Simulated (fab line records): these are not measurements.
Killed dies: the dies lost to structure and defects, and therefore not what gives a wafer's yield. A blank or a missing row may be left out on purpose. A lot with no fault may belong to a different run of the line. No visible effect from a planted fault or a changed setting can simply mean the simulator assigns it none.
Chamber matching	flow nandHarc	3 sister chambers for NHARC_P_M0_PRE_CLEAN_31 on pecvd-01
The step time 12 s. 16 wafers are shown with their chamber, then 8 later ones without.

WAFERS PAIRED WITH THEIR CHAMBERS
wafer	chamber	heaterPowerW (W)	heaterPowerOuterW (W)
L076.3	1	600	349
L076.5	1	595	361
L076.6	0	673	381
L081.2	1	651	397
L081.3	0	660	364
L081.6	2	701	389
L083.2	2	749	421
L083.4	0	636	336
L083.5	2	766	420
L084.2	1	689	405
L084.4	0	624	314
L084.6	1	691	408
L088.2	2	722	389
L088.3	1	652	389
L088.6	1	639	384
L089.1	2	734	399

SIGNATURES (means of the wafers above)
reading	chamber 0	chamber 1	chamber 2	scatter within a chamber
heaterPowerW	648.25	645.29	734.40	31.2
heaterPowerOuterW	348.75	384.71	403.60	22.6
Rule: a wafer's distance from a chamber is the root of the sum, over the readings, of the square of ((its reading less the chamber's mean) divided by the reading's scatter). The wafer belongs to the nearest chamber; if the next one is less than 2 further off, it can't be placed. The scatter is the square root of a quotient: the sum, over the shown wafers, of each reading's squared deviation from its chamber's mean, divided by wafers minus chambers.

WAFERS WITH NO CHAMBER GIVEN
wafer	heaterPowerW (W)	heaterPowerOuterW (W)
L089.2	621	329
L089.4	627	339
L090.2	641	344
L090.3	660	392
L090.6	629	347
L094.3	657	387
L094.4	651	383
L094.5	603	322

CHAMBER TAKEN BY EACH
wafer	from the rows above	in truth
L089.2	can't be placed: 0 or 1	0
L089.4	can't be placed: 0 or 1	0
L090.2	can't be placed: 0 or 1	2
L090.3	can't be placed: 1 or 0 or 2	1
L090.6	can't be placed: 0 or 1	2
L094.3	can't be placed: 1 or 0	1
L094.4	can't be placed: 1 or 0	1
L094.5	can't be placed: 0 or 1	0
Correct placement for 0 of the 8. These rows do not allow placing 8 (true chamber among the candidates in 6). Number placed wrongly: 0.
